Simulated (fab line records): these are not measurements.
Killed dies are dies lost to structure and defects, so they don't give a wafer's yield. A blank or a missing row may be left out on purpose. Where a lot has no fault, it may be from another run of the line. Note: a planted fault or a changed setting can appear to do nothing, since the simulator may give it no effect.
fab line records	flow nand_harc
record: lots: 6	wafers: 18	last_day: 24
route steps=1159 shown A_CONTACT@889 END@1159
lots that met no fault: taken from a fault-free run of the same line
start_h: the number of hours between the record's first day and the start of the first shown wafer of the lot	wait_h: hours from the lot's prior step to this one	" as in the row above	L1.1+2: one row covering several wafers at once	- either no value or no given start	* or withheld: withheld	< > ~ a bound
route shown NAME@n: a module of which the file shows steps, and the number in the route of the first	usual: the fault-free wafers' mean and standard deviation	same: alike in all rows	chamber/n: place in a boat	sites: readings site by site	_std_site: how widely they spread, as a standard deviation	_edge_site: outer sites' mean less inner sites'	radius_mm: for every site, how far away it sits from the centre of the wafer	mask NAME#n: copy n	behind: tool/chamber where the wafer was last shaped	hold: the reason the lot was held/the length of the hold in hours/how it ended	device: which transistor (n, p or np) failed to switch	end of line: the route-end tests of the same wafers	where a step has no rows: the recipe by itself	killed: count of dies lost to structure and defects at first sort (not the wafer's yield)	map: the dies of a wafer, with x for killed, . for not killed, _ for no die there
set.NAME: the setting the step ran with; set.NAME@STEP: the setting that earlier step ran with	model.NAME: the simulator's own value behind a step, which no gauge read
lots seen at some steps along the route; tables by step, rows by wafer
services: when a tool's chamber went out of use (start_h, in hours from the record's first day, below 0 if earlier), for how many hours, and the reason
== steps ==
step: NHARC_A_CONTACT_COAT_62
recipe: temp_c: 225	time_s: 65
step: NHARC_A_CONTACT_COAT_63
recipe: spin_rpm: 1500	resist_thk_nm: 90
step: NHARC_A_CONTACT_SOFTBAKE_64
recipe: temp_c: 105	time_s: 55
step: NHARC_A_CONTACT_EBR_65
step: NHARC_A_CONTACT_EXPOSE_66
recipe: na: 1.35	sigma_outer: 0.8	dose_mj: 59.02	mask_id: A_CC_2
step: NHARC_A_CONTACT_PEB_67
recipe: peb_temp_c: 100	peb_time_s: 65
step: NHARC_A_CONTACT_DEVELOP_68
recipe: develop_time_s: 35	dev_temp_c: 23
step: NHARC_A_CONTACT_CD_MEAS_69
recipe: target_cd_nm: 200	landing_energy_ev: 500
usual: cd_nm: 199.9/0.63
same: landing_energy_ev: 500
lot.wafer	tool	chamber	start_h	wait_h	cd_nm
L730.1	cd_sem-01	0	380.13	-	199.0
L730.3	"	0	"	"	199.5
L730.4	"	0	"	"	199.4
L729.2	cd_sem-01	0	389.75	-	200.1
L729.3	"	0	"	"	199.7
L729.5	"	0	"	"	199.8
L732.1	cd_sem-01	0	413.50	-	200.9
L732.4	"	0	"	"	200.6
L732.5	"	0	"	"	200.4
L739.2	cd_sem-03	0	455.82	-	198.5
L739.5	"	0	"	"	199.3
L739.6	"	0	"	"	200.6
L747.1	cd_sem-01	0	471.24	-	201.5
L747.2	"	0	"	"	200.3
L747.6	"	0	"	"	200.3
L750.2	cd_sem-02	0	500.49	-	200.4
L750.5	"	0	"	"	201.1
L750.6	"	0	"	"	200.4
step: NHARC_A_CONTACT_OVL_MEAS_70
usual: overlay_x_nm: 0.1/0.68	overlay_y_nm: -0.3/0.82
lot.wafer	tool	chamber	start_h	wait_h	overlay_x_nm	overlay_y_nm
L730.1	overlay-02	-	380.21	-	0.3	-0.3
L730.3	"	-	"	"	0.3	0.0
L730.4	"	-	"	"	0.7	0.0
L729.2	overlay-01	-	389.83	-	0.3	-0.1
L729.3	"	-	"	"	0.8	-0.1
L729.5	"	-	"	"	0.1	-0.5
L732.1	overlay-02	-	413.60	-	0.3	-1.1
L732.4	"	-	"	"	0.6	-0.7
L732.5	"	-	"	"	0.1	-1.2
L739.2	overlay-02	-	455.90	-	1.0	1.0
L739.5	"	-	"	"	0.3	0.2
L739.6	"	-	"	"	0.3	0.8
L747.1	overlay-02	-	471.33	-	-1.1	-1.1
L747.2	"	-	"	"	-0.2	-1.7
L747.6	"	-	"	"	-0.8	-2.1
L750.2	overlay-02	-	500.58	-	1.0	-0.5
L750.5	"	-	"	"	0.4	-0.9
L750.6	"	-	"	"	0.4	-0.5
step: NHARC_A_CONTACT_INSPECT_71
usual: raw_defect_count: 28/14
lot.wafer	tool	chamber	start_h	wait_h	raw_defect_count
L730.1	defect_inspect-01	-	380.25	0.0	12
L730.3	"	-	"	"	9
L730.4	"	-	"	"	10
L729.2	defect_inspect-01	-	389.87	0.0	34
L729.3	"	-	"	"	35
L729.5	"	-	"	"	31
L732.1	defect_inspect-01	-	413.64	0.0	35
L732.4	"	-	"	"	33
L732.5	"	-	"	"	40
L739.2	defect_inspect-01	-	455.94	0.0	31
L739.5	"	-	"	"	41
L739.6	"	-	"	"	38
L747.1	defect_inspect-02	-	471.37	0.0	52
L747.2	"	-	"	"	52
L747.6	"	-	"	"	43
L750.2	defect_inspect-01	-	500.61	0.0	32
L750.5	"	-	"	"	31
L750.6	"	-	"	"	36
step: NHARC_A_CONTACT_DESCUM_74
recipe: time_s: 3	o2_flow_sccm: 200	ar_flow_sccm: 0	bias_power_w: 0	chemistry: O2
step: NHARC_A_CONTACT_ETCH_75
recipe: target_depth_a: 390	over_etch_frac: 0.3	time_s: 65	ion_energy_ev: 80	cf4_flow_sccm: 150	ar_flow_sccm: 0	rf_w: 300	bias_w: 100	chemistry: CF4
step: NHARC_A_CONTACT_ETCH_76
recipe: target_depth_a: 2600	over_etch_frac: 0.3	time_s: 475.3	ion_energy_ev: 200	n2_flow_sccm: 150	h2_flow_sccm: 150	ar_flow_sccm: 0	rf_w: 400	bias_w: 150	chemistry: N2/H2
usual: drypump_motor_current_A: 5.7/0.41	n2_flow_sccm: 150.0/0.44	oes_product_au: 1.004/0.014	rf_vpp_V: 430.8/2.1	showerhead_plenum_p_Torr: 2.05/0.067	throttle_valve_pct: 14.170/0.0082
lot.wafer	tool	chamber	start_h	wait_h	drypump_motor_current_A	n2_flow_sccm	oes_product_au	rf_hours_counter_h	rf_vpp_V	showerhead_plenum_p_Torr	throttle_valve_pct
L730.1	rie_diel-07	1	380.65	-	6.1	150.2	1.000	50	432.2	2.04	14.171
L730.3	"	3	"	"	5.8	149.7	1.001	46	432.9	2.07	14.168
L730.4	"	0	"	"	6.3	149.8	0.997	49	430.2	2.00	14.158
L729.3	rie_diel-05	3	390.28	-	5.4	150.4	1.003	7	430.0	2.02	14.167
L729.2	"	0	"	"	5.4	150.6	1.004	7	432.4	2.08	14.170
L729.5	"	2	"	"	6.4	149.9	1.010	-	428.0	1.93	14.179
L732.1	rie_diel-05	0	414.29	-	5.4	149.9	1.007	14	432.0	2.08	14.186
L732.4	"	2	"	"	6.4	150.6	1.024	15	426.4	1.93	14.145
L732.5	"	3	"	"	5.4	150.4	0.998	-	428.8	2.02	14.174
L739.2	rie_diel-05	0	456.18	-	5.4	149.6	1.002	20	432.0	2.08	14.171
L739.5	"	0	"	"	5.4	150.2	1.016	-	430.4	2.08	14.168
L739.6	"	1	"	"	5.2	150.1	0.990	-	431.9	2.08	14.159
L747.1	rie_diel-13	2	471.61	-	6.0	149.6	1.026	4	431.4	2.13	14.181
L747.2	"	1	"	"	5.6	149.7	0.982	6	434.4	2.12	14.172
L747.6	"	3	"	"	5.6	150.5	1.016	-	433.8	2.13	14.166
L750.2	rie_diel-13	0	500.88	-	5.6	149.8	0.988	13	433.1	2.17	14.179
L750.6	"	3	"	"	5.6	149.3	1.012	-	433.0	2.13	14.158
L750.5	"	0	"	"	5.6	149.8	0.994	-	435.1	2.17	14.163
step: NHARC_A_CONTACT_ETCH_77
recipe: target_depth_a: 726	time_s: 36.3	cf4_flow_sccm: 100	chf3_flow_sccm: 30	ar_flow_sccm: 0	rf_w: 500	bias_w: 200	chemistry: CF4/CHF3
step: NHARC_A_CONTACT_ETCH_78
recipe: target_depth_a: 28000	over_etch_frac: 0.3	time_s: 728	ion_energy_ev: 150	o2_flow_sccm: 400	cos_flow_sccm: 20	ar_flow_sccm: 0	rf_w: 500	bias_w: 300	chemistry: O2/COS
step: NHARC_A_CONTACT_ETCH_124
recipe: source_w: withheld	pressure_mtorr: 20	bias_v: withheld	time_s: 140	target_depth_a: 7000	ar_flow_sccm: withheld	c4f8_flow_sccm: withheld	o2_flow_sccm: withheld	chemistry: C4F8/O2/Ar
step: NHARC_A_CONTACT_ETCH_125
recipe: source_w: withheld	pressure_mtorr: 20	bias_v: 1200	time_s: 155	target_depth_a: 9560	ar_flow_sccm: withheld	c4f8_flow_sccm: withheld	o2_flow_sccm: withheld	chemistry: C4F8/O2/Ar
step: NHARC_A_CONTACT_ETCH_126
recipe: source_w: withheld	pressure_mtorr: 20	bias_v: 1200	time_s: 155	target_depth_a: 9560	ar_flow_sccm: withheld	c4f8_flow_sccm: withheld	o2_flow_sccm: withheld	chemistry: C4F8/O2/Ar
lot.wafer	tool	chamber	start_h	wait_h	rf_hours_counter_h
L730.1	har_cap_etch-03	0	381.98	0.1	82
L730.4	"	0	"	"	-
L730.3	"	1	"	"	-
L729.2	har_cap_etch-03	1	391.72	0.1	85
L729.3	"	0	"	"	-
L729.5	"	1	"	"	-
L732.1	har_cap_etch-02	0	415.55	0.1	16
L732.4	"	1	"	"	-
L732.5	"	0	"	"	-
L739.2	har_cap_etch-02	0	457.46	0.1	23
L739.6	"	0	"	"	-
L739.5	"	1	"	"	-
L747.1	har_cap_etch-03	0	472.90	0.1	102
L747.2	"	1	"	"	102
L747.6	"	0	"	"	-
L750.2	har_cap_etch-01	0	502.25	0.2	75
L750.6	"	0	"	"	-
L750.5	"	1	"	"	-
step: NHARC_A_CONTACT_ETCH_127
recipe: source_w: withheld	pressure_mtorr: 20	bias_v: 1200	time_s: 155	target_depth_a: 9560	ar_flow_sccm: withheld	c4f8_flow_sccm: withheld	o2_flow_sccm: withheld	chemistry: C4F8/O2/Ar
step: NHARC_A_CONTACT_ETCH_128
recipe: source_w: withheld	pressure_mtorr: 20	bias_v: 1200	time_s: 155	target_depth_a: 9560	ar_flow_sccm: withheld	c4f8_flow_sccm: withheld	o2_flow_sccm: withheld	chemistry: C4F8/O2/Ar
lot.wafer	tool	chamber	start_h	wait_h	rf_hours_counter_h
L730.1	har_cap_etch-03	0	382.27	0.1	82
L730.4	"	0	"	"	-
L730.3	"	1	"	"	-
L729.2	har_cap_etch-03	1	392.00	0.1	85
L729.3	"	0	"	"	-
L729.5	"	1	"	"	-
L732.1	har_cap_etch-02	0	415.83	0.1	17
L732.4	"	1	"	"	-
L732.5	"	0	"	"	-
L739.2	har_cap_etch-02	0	457.75	0.1	23
L739.6	"	0	"	"	-
L739.5	"	1	"	"	-
L747.1	har_cap_etch-03	0	473.18	0.1	102
L747.2	"	1	"	"	102
L747.6	"	0	"	"	-
L750.2	har_cap_etch-01	0	502.63	0.2	75
L750.6	"	0	"	"	-
L750.5	"	1	"	"	-
step: NHARC_A_CONTACT_ETCH_129
recipe: source_w: withheld	pressure_mtorr: 20	bias_v: 1200	time_s: 155	target_depth_a: 9560	ar_flow_sccm: withheld	c4f8_flow_sccm: withheld	o2_flow_sccm: withheld	chemistry: C4F8/O2/Ar
step: NHARC_A_CONTACT_ETCH_130
recipe: source_w: withheld	pressure_mtorr: 20	bias_v: 1200	time_s: 155	target_depth_a: 9560	ar_flow_sccm: withheld	c4f8_flow_sccm: withheld	o2_flow_sccm: withheld	chemistry: C4F8/O2/Ar
step: NHARC_A_CONTACT_ETCH_131
recipe: source_w: withheld	pressure_mtorr: 20	bias_v: 1200	time_s: 155	target_depth_a: 9560	ar_flow_sccm: withheld	c4f8_flow_sccm: withheld	o2_flow_sccm: withheld	chemistry: C4F8/O2/Ar
lot.wafer	tool	chamber	start_h	wait_h	rf_hours_counter_h
L730.1	har_cap_etch-03	0	382.69	0.1	83
L730.4	"	0	"	"	-
L730.3	"	1	"	"	-
L729.2	har_cap_etch-03	1	392.43	0.1	85
L729.3	"	0	"	"	-
L729.5	"	1	"	"	-
L732.1	har_cap_etch-02	0	416.26	0.1	17
L732.4	"	1	"	"	-
L732.5	"	0	"	"	-
L739.2	har_cap_etch-02	0	458.17	0.1	24
L739.6	"	0	"	"	-
L739.5	"	1	"	"	-
L747.1	har_cap_etch-03	0	473.61	0.1	103
L747.2	"	1	"	"	103
L747.6	"	0	"	"	-
L750.2	har_cap_etch-01	0	503.20	0.2	76
L750.6	"	0	"	"	-
L750.5	"	1	"	"	-
step: NHARC_A_CONTACT_ETCH_132
recipe: source_w: withheld	pressure_mtorr: 20	bias_v: 1200	time_s: 156	target_depth_a: 9580	ar_flow_sccm: withheld	c4f8_flow_sccm: withheld	o2_flow_sccm: withheld	chemistry: C4F8/O2/Ar
lot.wafer	tool	chamber	start_h	wait_h	rf_hours_counter_h
L730.1	har_cap_etch-03	0	382.83	0.1	83
L730.4	"	0	"	"	-
L730.3	"	1	"	"	-
L729.2	har_cap_etch-03	1	392.57	0.1	85
L729.3	"	0	"	"	-
L729.5	"	1	"	"	-
L732.1	har_cap_etch-02	0	416.40	0.1	17
L732.4	"	1	"	"	-
L732.5	"	0	"	"	-
L739.2	har_cap_etch-02	0	458.32	0.1	24
L739.6	"	0	"	"	-
L739.5	"	1	"	"	-
L747.1	har_cap_etch-03	0	473.75	0.1	103
L747.2	"	1	"	"	103
L747.6	"	0	"	"	-
L750.2	har_cap_etch-01	0	503.34	0.1	76
L750.6	"	0	"	"	-
L750.5	"	1	"	"	-
step: NHARC_A_CONTACT_ETCH_133
recipe: source_w: withheld	pressure_mtorr: 20	bias_v: 400	time_s: 195	target_depth_a: 8400	ar_flow_sccm: withheld	c4f8_flow_sccm: 11.5	o2_flow_sccm: 7.2	chemistry: C4F8/O2/Ar
step: NHARC_A_CONTACT_ETCH_91
recipe: target_depth_a: 400	over_etch_frac: 0.5	time_s: 85.7	ion_energy_ev: 120	ch3f_flow_sccm: 50	o2_flow_sccm: 30	ar_flow_sccm: 200	rf_w: 500	bias_w: 100	chemistry: CH3F/O2
usual: drypump_motor_current_A: 5.8/0.38	oes_product_au: 0.95/0.035	rf_vpp_V: 244.6/1.4	showerhead_plenum_p_Torr: 2.48/0.074	throttle_valve_pct: 20.663/0.0089
lot.wafer	tool	chamber	start_h	wait_h	drypump_motor_current_A	oes_product_au	rf_hours_counter_h	rf_vpp_V	showerhead_plenum_p_Torr	throttle_valve_pct
L730.1	rie_diel-07	2	383.54	0.5	5.9	0.95	46	242.7	2.45	20.640
L730.4	"	3	"	"	5.8	0.93	47	246.1	2.49	20.662
L730.3	"	0	"	"	6.3	0.91	50	242.9	2.41	20.669
L729.3	rie_diel-13	1	393.27	0.4	5.6	0.91	41	246.5	2.56	20.657
L729.2	"	0	"	"	5.6	0.92	44	245.4	2.61	20.664
L729.5	"	2	"	"	6.0	0.95	-	244.3	2.57	20.670
L732.1	rie_diel-05	1	417.15	0.6	5.2	0.91	15	246.2	2.51	20.676
L732.4	"	2	"	"	6.4	0.95	15	242.2	2.33	20.656
L732.5	"	0	"	"	5.4	0.94	-	243.6	2.50	20.651
L739.2	rie_diel-07	0	459.07	0.6	6.4	1.01	17	244.2	2.40	20.642
L739.6	"	1	"	"	6.1	0.99	-	243.5	2.44	20.669
L739.5	"	2	"	"	5.9	1.03	-	243.7	2.44	20.656
L747.1	rie_diel-07	2	474.46	0.5	5.9	1.02	23	244.9	2.44	20.655
L747.2	"	1	"	"	6.1	0.97	24	244.9	2.44	20.666
L747.6	"	2	"	"	5.9	1.02	-	243.8	2.44	20.666
L750.2	rie_diel-05	1	504.07	0.5	5.2	0.91	33	245.7	2.50	20.656
L750.5	"	3	"	"	5.4	0.90	-	244.2	2.43	20.660
L750.6	"	0	"	"	5.4	0.93	-	246.3	2.49	20.667
step: NHARC_A_CONTACT_ETCH_97
recipe: target_depth_a: 200	over_etch_frac: 0.5	time_s: 10	ion_energy_ev: 250	c4f6_flow_sccm: 25	o2_flow_sccm: 20	ar_flow_sccm: 500	rf_w: 600	bias_w: 500	chemistry: C4F6/O2
step: NHARC_A_CONTACT_CD_MEAS_80
usual: cd_nm: 189.8/0.74
lot.wafer	tool	chamber	start_h	wait_h	cd_nm
L730.1	cd_sem-03	-	383.76	-	188.5
L730.3	"	-	"	"	189.6
L730.4	"	-	"	"	188.8
L729.2	cd_sem-03	-	393.56	-	191.4
L729.3	"	-	"	"	190.4
L729.5	"	-	"	"	189.8
L732.1	cd_sem-02	-	417.34	-	190.3
L732.4	"	-	"	"	191.0
L732.5	"	-	"	"	191.1
L739.2	cd_sem-01	-	459.43	-	189.1
L739.5	"	-	"	"	188.7
L739.6	"	-	"	"	188.6
L747.1	cd_sem-01	-	474.67	-	189.0
L747.2	"	-	"	"	189.6
L747.6	"	-	"	"	189.0
L750.2	cd_sem-02	-	504.33	-	189.7
L750.5	"	-	"	"	190.7
L750.6	"	-	"	"	190.6
step: NHARC_A_CONTACT_STRIP_103
recipe: n2_flow_sccm: 150	h2_flow_sccm: 150	ar_flow_sccm: 0	bias_w: 0	chemistry: N2/H2
step: NHARC_A_CONTACT_STRIP_104
recipe: cf4_flow_sccm: 100	chf3_flow_sccm: 30	ar_flow_sccm: 0	bias_w: 0	chemistry: CF4/CHF3
step: NHARC_A_CONTACT_STRIP_105
recipe: o2_flow_sccm: 400	cos_flow_sccm: 20	ar_flow_sccm: 0	bias_w: 0	chemistry: O2/COS
step: NHARC_A_CONTACT_ETCH_106
recipe: target_depth_a: 600	overetch_a: 60	time_s: 33	ion_energy_ev: 100	cf4_flow_sccm: 80	o2_flow_sccm: 20	ar_flow_sccm: 0	rf_w: 300	bias_w: 100	chemistry: CF4/O2
step: NHARC_A_CONTACT_STRIP_82
recipe: o2_flow_sccm: 500	ar_flow_sccm: 0	bias_w: 0	chemistry: O2
step: NHARC_A_CONTACT_STRIP_83
recipe: time_s: 600	temp_c: 30	chemistry: post_etch_residue_remover
step: NHARC_A_CONTACT_DEP_84
recipe: target_thk_a: 20000	temp_c: 400	material: aC
step: NHARC_A_CONTACT_DEP_85
recipe: target_thk_a: 500	target_thk_nm: 50	temp_c: 400	pressure_torr: 3.5	flow_sccm: 200	rf_w: 350	material: SiON
step: NHARC_A_CONTACT_DEHYDRATE_00
recipe: temp_c: 150	time_s: 120
step: NHARC_A_CONTACT_HMDS_01
recipe: time_s: 30
step: NHARC_A_CONTACT_COAT_86
recipe: temp_c: 260	time_s: 75
step: NHARC_A_CONTACT_COAT_87
recipe: temp_c: 225	time_s: 65
step: NHARC_A_CONTACT_COAT_02
recipe: spin_rpm: 1500	resist_thk_nm: 90
step: NHARC_A_CONTACT_SOFTBAKE_03
recipe: temp_c: 105	time_s: 55
step: NHARC_END_SORT_01
recipe: temp_c: 25
usual: killed_at_array: 29/11	killed_at_other: 0.5/0.89	killed_at_periphery: 3.3/2	killed_dies: 32/11	killed_open: 3.1/1.9	killed_short: 2.3/1.6
same: gross_dies: 677
lot.wafer	tool	chamber	start_h	wait_h	killed_at_array	killed_at_other	killed_at_periphery	killed_dies	killed_open	killed_short
L732.1	prober-01	0	478.38	2.5	76	0	5	81	4	2
L739.2	prober-01	0	519.70	2.8	80	0	3	83	4	2
L739.5	prober-01	0	522.11	3.7	78	0	4	82	3	0
killed by level:class
L732.1 A_CONTACT:unspecified=42 A_CHANNEL_HOLE_D1:chamber_film_flake=15 A_SLIT:chamber_film_flake=13 A_CONTACT:chamber_film_flake=2 P_M1:geometric_particle:open=1 P_M1:geometric_particle:short=1 P_M2:geometric_particle:open=1 A_ONON_D1:geometric_particle:short=1
L739.2 A_CONTACT:unspecified=43 A_SLIT:chamber_film_flake=16 A_CHANNEL_HOLE_D1:chamber_film_flake=9 A_CONTACT:chamber_film_flake=4 A_CONTACT:geometric_particle:open=3 P_ZERO_WELL:chamber_film_flake=2 A_STAIRCASE:chamber_film_flake=2 A_ONON_D1:geometric_particle:open=1
L739.5 A_CONTACT:unspecified=43 A_SLIT:chamber_film_flake=14 A_CHANNEL_HOLE_D1:chamber_film_flake=11 A_CONTACT:chamber_film_flake=5 A_STAIRCASE:chamber_film_flake=2 P_M0:geometric_particle:open=1 A_CONTACT:geometric_particle:open=1 A_M0:geometric_particle:open=1
map L732.1 (x killed, . not)
____________.____________
_________......x_________
_______..........._______
______.............______
_____..............._____
____.........x.x.....____
____...x.....x.......____
___x..................___
___..........xxx......___
__.........xx.xx.......__
__.....................__
_...........x..x........_
_x............x........._
_......................._
_..................x...._
_......................._
.........................
.........................
.........................
..x......................
............x............
_......................._
_.xx........x..........._
_.xx.......x..xx.x......_
_x.xx...x..xx.x........._
_xxxxx.................._
__xxxxx......xx.x......__
__xxxxx....x...x.......__
___xxx..x....x.x..x...___
___xxxxx..x...........___
____xxx..............____
____xxx..............____
_____xxx.......x...._____
______x...........x______
_______..........._______
_________......._________
____________.____________
map L739.2 (x killed, . not)
____________.____________
_________......._________
_______..........._______
______x............______
_____..............._____
____..........x......____
____.........xx.....x____
___............xx.....___
___x........x..xx.....___
__.....x.......x......x__
__............xxx......__
_............x.x....x..._
_............x.x........_
_......x........x......._
_...............x..x...._
_......................._
.........................
.........................
......................x..
x.......x................
.........................
_......................._
_....x.................._
_xx..x.................._
_xxxxx................x._
_xxxxx.x................_
__xxxxx................__
__xxxxx................__
___xxxx.......x.......___
___xxxx...............___
____xxx.......x......____
____xxx....x.........____
_____xxx...x........_____
______x.......xx.xx______
_______.....x....._______
_________.x....._________
____________.____________
== services ==
tool	chamber	start_h	hours	kind
rie_diel-05	0	374.29	-	clean
rie_diel-05	1	374.29	-	clean
rie_diel-05	2	374.29	-	clean
rie_diel-05	3	374.29	-	clean
rie_diel-13	-	377.73	0.4	repair
rie_diel-05	1	392.31	2.7	repair
rie_diel-05	0	398.94	-	clean
rie_diel-05	1	398.94	-	clean
rie_diel-05	2	398.94	-	clean
rie_diel-05	3	398.94	-	clean
rie_diel-07	-	405.27	9.0	pm
rie_diel-05	0	423.44	-	clean
rie_diel-05	1	423.44	-	clean
rie_diel-05	2	423.44	-	clean
rie_diel-05	3	423.44	-	clean
rie_diel-05	3	429.14	11.9	repair
rie_diel-05	0	447.97	-	clean
rie_diel-05	1	447.97	-	clean
rie_diel-05	2	447.97	-	clean
rie_diel-05	3	447.97	-	clean
rie_diel-13	-	453.44	9.0	pm
rie_diel-05	0	472.64	-	clean
rie_diel-05	1	472.64	-	clean
rie_diel-07	-	489.58	0.3	repair
== key ==
first_sign: step: NHARC_END_SORT_01	reading: killed_at_array	direction: up	sigmas: 4.5	usual: 29	struck: 78
effect: step: NHARC_END_SORT_01	reading: killed_dies	direction: up	sigmas: 4.5	usual: 32	struck: 82
more_kills_born_at: NHARC_A_CONTACT_ETCH_76@rie_diel-05: 128
met_at NHARC_A_CONTACT_ETCH_76
struck_wafers L732.1,L739.2,L739.5
tester_left_out L732,L739
onset_between 390.28 414.29
fault: kind: chamber_particle_source	tool: rie_diel-05	chamber: 0	onset_h: 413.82	steps: NHARC_A_CONTACT_ETCH_76	rate_per_visit_cm2: 0.60158	end_h: 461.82
tester_left_out: of these lots the tester's yield and bins aren't shown, on N5 and GAA mostly nor the transistor test; their killed dies are dies lost to structure and defects alone, not to doping, threshold or leakage, so they don't give the yield
